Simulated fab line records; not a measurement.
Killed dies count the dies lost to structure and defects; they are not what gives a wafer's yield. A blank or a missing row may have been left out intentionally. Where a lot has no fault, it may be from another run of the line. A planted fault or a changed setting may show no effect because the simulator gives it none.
Which tool is to blame?	flow n5Finfet	38 wafers from 13 lots sampled at 5 of the route's 1938 steps

WHAT EACH GAUGE READ, for each wafer
The record lacks any reading of a measuring or inspecting step that a usual standard deviation could be used to judge.

TOOL THAT RAN EACH LOT (tool first, then ch and the chambers of the sampled wafers, then the start)
lot	N5_BEOL_M6_PRE_CLEAN_45	N5_BEOL_M6_SURFACE_TREAT_79	N5_BEOL_M6_ANNEAL_51	N5_BEOL_M7_COAT_60	N5_PASSIVATION_PROBE_49
L502	pvdSputter-02, day 9 05:33	pvdSputter-02, day 9 06:01	rtpAnneal-02 ch 0, day 9 06:34	lithoTrack-05 ch 0, day 9 08:08	-
L505	pvdSputter-03, day 10 08:41	pvdSputter-03, day 10 09:04	rtpAnneal-02 ch 0, day 10 09:59	lithoTrack-05 ch 0, day 10 13:21	-
L507	pvdSputter-03, day 10 19:02	pvdSputter-02, day 10 19:38	rtpAnneal-01 ch 0, day 10 20:47	lithoTrack-05 ch 0, day 11 00:30	-
L510	pvdSputter-02, day 11 04:39	pvdSputter-02, day 11 05:11	rtpAnneal-02 ch 0, day 11 05:46	lithoTrack-04 ch 0, day 11 09:14	-
L509	pvdSputter-02, day 11 04:55	pvdSputter-02, day 11 05:21	rtpAnneal-01 ch 0, day 11 06:16	lithoTrack-05 ch 0, day 11 09:34	-
L511	pvdSputter-03, day 11 12:58	pvdSputter-01, day 11 13:22	rtpAnneal-02 ch 0, day 11 14:04	lithoTrack-03 ch 0, day 11 16:25	-
L512	pvdSputter-02, day 11 20:22	pvdSputter-02, day 11 20:49	rtpAnneal-02 ch 0, day 11 21:41	lithoTrack-03 ch 0, day 11 23:41	-
L515	pvdSputter-03, day 12 11:49	pvdSputter-03, day 12 12:10	rtpAnneal-02 ch 0, day 12 12:35	lithoTrack-04 ch 0, day 12 16:10	-
L514	pvdSputter-02, day 12 12:20	pvdSputter-02, day 12 12:50	rtpAnneal-01 ch 0, day 12 14:04	lithoTrack-04 ch 0, day 12 17:35	-
L518	pvdSputter-02, day 13 01:31	pvdSputter-03, day 13 02:02	rtpAnneal-02 ch 0, day 13 03:08	lithoTrack-04 ch 0, day 13 05:00	prober-02, day 16 17:30
L516	pvdSputter-02, day 13 10:58	pvdSputter-02, day 13 11:30	rtpAnneal-02 ch 0, day 13 12:08	lithoTrack-04 ch 0, day 13 13:51	-
L519	pvdSputter-03, day 14 11:09	pvdSputter-03, day 14 11:34	rtpAnneal-01 ch 0, day 14 12:14	lithoTrack-03 ch 0, day 14 15:07	-
L525	pvdSputter-03, day 15 02:09	pvdSputter-02, day 15 04:17	rtpAnneal-01 ch 0, day 15 04:56	lithoTrack-04 ch 0, day 15 06:49	-
- N5_BEOL_M6_PRE_CLEAN_45: time 30 s.
- N5_BEOL_M6_SURFACE_TREAT_79
- N5_BEOL_M6_ANNEAL_51: time 90 s.
- N5_BEOL_M7_COAT_60: time 60 s, resist thk 35 nm.
- N5_PASSIVATION_PROBE_49

WHAT THE TOOLS THEMSELVES READ (means of the sampled wafers that have a number; where no wafer has one, the mark that the record gives instead)
N5_BEOL_M6_PRE_CLEAN_45.
lot	tool	heaterPowerW (W)	susceptorTempC (C)
L502	pvdSputter-02	347	250.11
L505	pvdSputter-03	324	250.06
L507	pvdSputter-03	345	250.08
L510	pvdSputter-02	342	250.11
L509	pvdSputter-02	314	250.07
L511	pvdSputter-03	354	250.09
L512	pvdSputter-02	338	250.11
L515	pvdSputter-03	310	249.97
L514	pvdSputter-02	337	250.16
L518	pvdSputter-02	320	249.91
L516	pvdSputter-02	331	249.99
L519	pvdSputter-03	312	250.03
L525	pvdSputter-03	307	250.10

N5_BEOL_M6_ANNEAL_51.
lot	tool	annealTempCMax	wafer_temp_C_max
L502	rtpAnneal-02	225.80	225.8
L505	rtpAnneal-02	226.09	225.4
L507	rtpAnneal-01	226.45	226.0
L510	rtpAnneal-02	226.16	225.8
L509	rtpAnneal-01	226.32	226.4
L511	rtpAnneal-02	225.93	225.8
L512	rtpAnneal-02	226.41	225.3
L515	rtpAnneal-02	226.16	225.7
L514	rtpAnneal-01	226.40	226.6
L518	rtpAnneal-02	225.97	225.4
L516	rtpAnneal-02	226.07	225.7
L519	rtpAnneal-01	226.16	226.3
L525	rtpAnneal-01	226.25	226.4

N5_BEOL_M7_COAT_60.
lot	tool	spinSpeedRpm (rpm)
L502	lithoTrack-05	1500.0
L505	lithoTrack-05	1500.1
L507	lithoTrack-05	1678.3
L510	lithoTrack-04	1500.1
L509	lithoTrack-05	1678.5
L511	lithoTrack-03	1499.7
L512	lithoTrack-03	1500.0
L515	lithoTrack-04	1498.9
L514	lithoTrack-04	1499.2
L518	lithoTrack-04	1500.0
L516	lithoTrack-04	1501.0
L519	lithoTrack-03	1500.3
L525	lithoTrack-04	1499.4

N5_PASSIVATION_PROBE_49.
lot	tool	defectLimitedYield (%)	killed_at_M0_to_M3	killed_at_M4_up	killedAtContacts	killedAtFrontEnd	killedAtOther	killedDies	killedOpen	killedShort	sort_bin_5_function (%)	sort_bin_6_memory (%)	sort_bin_8_speed (%)	sortNPass
L518	prober-02	92.1	37	5	8	39	4.7	94	60	33	4.7	2.7	0.0	1086

THE ANSWER, worked out from the rows above alone
Rule: usual is defined by the lots themselves. Put in order of their means at a reading, lots are off if they are a third of the lots or fewer, leave a main group of 4 or more, and stand apart from it by a gap of 3 or more times the standard deviation of the main group's means; of several such gaps the widest counts. The tables above print the reading to a certain number of digits; a main group whose means all agree to those digits is not used. Also off: a lot with no number at a reading for which 4 or more lots have one. The other lots that the step has rows for count as sound. After the gauges, taken in route order, come the tools' own readings; for these a lot's mean is taken, as printed above. The first step at which some lot is off is used, and at that step the reading that is off furthest; a lot without a number counts as furthest.
Off, at N5_BEOL_M7_COAT_60 on spinSpeedRpm: L507, L509. For the main group the mean is 1499.9 rpm and the standard deviation 0.54.
If a tool, at that step or one of the process steps before it, ran each lot that is off and ran no sound lot following the first of them, it fits. One fits: lithoTrack-05 at N5_BEOL_M7_COAT_60. Its last sound lot is L505 (day 10 13:21), its first lot that is off L507 (day 11 00:30): a fault that began between those two fits.
On the lots that are off, the tool's own readings at N5_BEOL_M7_COAT_60 differ by more than 5 times the standard deviation of the sound lots' means, which bears it out; spinSpeedRpm reads 1678.4 rpm there versus 1499.9 rpm on the sound lots.

WHAT WAS PUT IN BY THE SIMULATOR
Drift in process parameters on lithoTrack-05 at N5_BEOL_M7_COAT_60, starting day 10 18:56. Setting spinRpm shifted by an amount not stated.
Struck lots among those shown: L507, L509. The same result came from the rule above.
